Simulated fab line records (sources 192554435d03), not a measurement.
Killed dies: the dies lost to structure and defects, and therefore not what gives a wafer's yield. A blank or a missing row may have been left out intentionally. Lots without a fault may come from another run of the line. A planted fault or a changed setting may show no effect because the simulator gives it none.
Split-lot trial    flow n5_finfet    21 wafers read from 7 lots, route of 1938 steps

## ON THE SPLIT
At N5_SDB_ALD_29 (deposits SiNx, target thk 30 nm, pulse time 1 s, ald cycles 600), the setting ald_cycles was moved away from the recipe's 600 on 8 of the 21 wafers read, by -16.3% to +11.2%. This setting was run at the recipe's value on the other wafers.

Reading taken at the split's own step.

## THE READING
SiNx_of_SDB_ALD_29.thk_nm (the simulator's own value, which no gauge read), in nm, at N5_SDB_ALD_29 (deposits SiNx, target thk 30 nm, pulse time 1 s, ald cycles 600). The file gives no usual value for it. Average 30.0 nm, standard deviation 0.12 nm, over the 13 wafers here run with the recipe.

wafer   tool, chamber at the split  ald_cycles as run  against the recipe  SiNx_of_SDB_ALD_29.thk_nm, nm  against lot-mates on the recipe
L074.1  ald_sin-02, 1,0             548                -8.7%               27.2                           -2.8
L074.3  ald_sin-02, 1,0             548                -8.7%               27.2                           -2.8
L074.2  ald_sin-02, 2               600                recipe              30                             -
L083.2  ald_sin-04, 2               502                -16.3%              25.2                           -4.9
L083.3  ald_sin-04, 0               600                recipe              30.2                           -
L083.6  ald_sin-04, 3               600                recipe              30                             -
L089.1  ald_sin-02, 1               504                -16.0%              25                             -5.0
L089.2  ald_sin-02, 0               600                recipe              30                             -
L089.3  ald_sin-02, 2               504                -16.0%              25.4                           -4.6
L090.3  ald_sin-04, 3               667                +11.2%              33.2                           +3.2
L090.4  ald_sin-04, 2               600                recipe              30                             -
L090.5  ald_sin-04, 3               667                +11.2%              33.4                           +3.4
L092.1  ald_sin-03, 1,3             600                recipe              29.8                           -
L092.2  ald_sin-03, 1,3             600                recipe              29.8                           -
L092.3  ald_sin-03, 2               600                recipe              30                             -
L093.3  ald_sin-02, 1               600                recipe              30                             -
L093.4  ald_sin-02, 2               514                -14.3%              25.8                           -4.3
L093.5  ald_sin-02, 2               600                recipe              30.2                           -
L095.4  ald_sin-04, 2,1             600                recipe              30                             -
L095.6  ald_sin-04, 2,1             600                recipe              30                             -
L095.5  ald_sin-04, 3               600                recipe              29.8                           -
If several chambers appear in one row, that row covers several wafers at once and the file leaves open which wafer was in which chamber.

FIT RESULTS
A straight line over all 21 wafers: SiNx_of_SDB_ALD_29.thk_nm changes by +0.298 nm for each +1% of ald_cycles; r = +1.00; the points scatter about the line by 0.14 nm.
The same after taking each lot's own level away (the mean of its wafers on the recipe; 21 wafers): +0.301 nm for each +1%; r = +1.00; scatter 0.12 nm.
The reading moves by 4.9 nm for the largest change in ald_cycles, on that fit.
The lots' own levels span 29.87 to 30.10 nm, that is 1.9 times the standard deviation above.
So the lot-to-lot level changes the slope little: the two slopes agree.
Check: -4.94 nm against its lot-mates is what the line predicts for one of the wafers moved furthest among these (-16.3%) when that wafer is left out of the fit. It came out at -4.9 nm against them.

## OTHER SPLITS APPLIED TO THESE WAFERS
Note: prior to the reading, these wafers also went through further splits. Each is held against what the fit with the lots' levels taken away leaves over:
other split on the same wafers             wafers away from the commonest value  r with SiNx_of_SDB_ALD_29.thk_nm (lot level and that fit taken away)
N5_WELL_APT_COAT_02 spin_rpm               6                                     +0.17
N5_PMOS_HMC_CHANNEL_EPI_PEB_07 peb_temp_c  11                                    +0.16
N5_FIN_CUT_EXPOSE_05 dose_mj               9                                     +0.00
N5_DUMMY_GATE_COAT_28 spin_rpm             8                                     +0.49
N5_DUMMY_GATE_ETCH_44 target_depth_a       7                                     -0.22
N5_DUMMY_GATE_ETCH_42 bias_w               9                                     -0.02

## THE WHOLE CHAIN: every reading that the file lists as answering this split, in the file's order
step           what it does                                                       reading                                                                     change (the file's fit)                                                             r (the file's)
N5_SDB_ALD_29  deposits SiNx, target thk 30 nm, pulse time 1 s, ald cycles 600    SiNx_of_SDB_ALD_29.thk_nm (the simulator's own value, which no gauge read)  +0.301 nm for each +1% of the setting                                               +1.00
N5_SDB_CMP_30  polishes, stops on poly-Si, t overpolish 1.54 s, target thk 30 nm  SiNx_of_SDB_ALD_29.thk_nm (the simulator's own value, which no gauge read)  not straight: 25.2 at the lowest setting, 29.98 at the recipe, 28.8 at the highest  not given

## THE FILE'S OWN FIT
SiNx_of_SDB_ALD_29.thk_nm changes by +0.301 nm for each +1% of ald_cycles, r = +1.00.
